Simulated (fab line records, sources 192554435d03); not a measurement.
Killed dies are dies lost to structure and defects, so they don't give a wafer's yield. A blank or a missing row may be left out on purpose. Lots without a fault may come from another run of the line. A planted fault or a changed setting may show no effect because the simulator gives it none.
Chamber matching | flow n5_finfet | N5_BEOL_M5_CURE_79 on uv_cure-02: 3 sister chambers
The step cures SiCOH lowk, time 240 s. 14 wafers are shown with their chamber, then 6 later ones without.

WAFERS WITH THEIR CHAMBER
wafer  | chamber | wafer_temp_C_max | lamp_power_pct (%)
L916.2 | 0       | 385.9            | 52.33
L916.3 | 0       | 386.4            | 52.30
L916.4 | 0       | 385.7            | 52.35
L917.2 | 0       | 385.9            | 52.43
L917.5 | 0       | 386.0            | 52.26
L917.6 | 0       | 386.0            | 52.33
L919.4 | 1       | 386.6            | 52.34
L919.5 | 1       | 386.2            | 52.21
L921.2 | 2       | 386.3            | 52.32
L921.3 | 2       | 386.4            | 52.33
L921.5 | 2       | 386.0            | 52.32
L922.2 | 1       | 386.6            | 52.20
L922.3 | 1       | 386.5            | 52.36
L922.5 | 1       | 386.9            | 52.23

SIGNATURES (means of the wafers above)
reading          | chamber 0 | chamber 1 | chamber 2 | scatter within a chamber
wafer_temp_C_max | 385.983   | 386.560   | 386.233   | 0.235
lamp_power_pct   | 52.3333   | 52.2680   | 52.3233   | 0.0598
Rule: a wafer's distance from a chamber is the root of the sum, over the readings, of the square of ((its reading less the chamber's mean) divided by the reading's scatter). The wafer belongs to the nearest chamber; if the next one is less than 2 further off, it can't be placed. The scatter: the root of (the sum of the squares of (reading less its chamber's mean) over the shown wafers, divided by (wafers less chambers)).

WAFERS WITHOUT THEIR CHAMBER
wafer  | wafer_temp_C_max | lamp_power_pct (%)
L929.1 | 385.9            | 52.33
L929.2 | 385.8            | 52.27
L929.3 | 385.9            | 52.26
L935.2 | 386.3            | 52.24
L935.3 | 386.6            | 52.34
L935.5 | 386.9            | 52.26

WHICH CHAMBER EACH WENT THROUGH
wafer  | from the rows above          | in truth
L929.1 | can't be placed: 0 or 2      | 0
L929.2 | can't be placed: 0 or 2 or 1 | 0
L929.3 | can't be placed: 0 or 2 or 1 | 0
L935.2 | can't be placed: 1 or 2 or 0 | 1
L935.3 | can't be placed: 1 or 2 or 0 | 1
L935.5 | can't be placed: 1 or 2      | 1
Placed correctly: 0 of 6. Can't be placed from these rows: 6 (the true chamber is among the candidates in 6). Placed wrongly: 0.
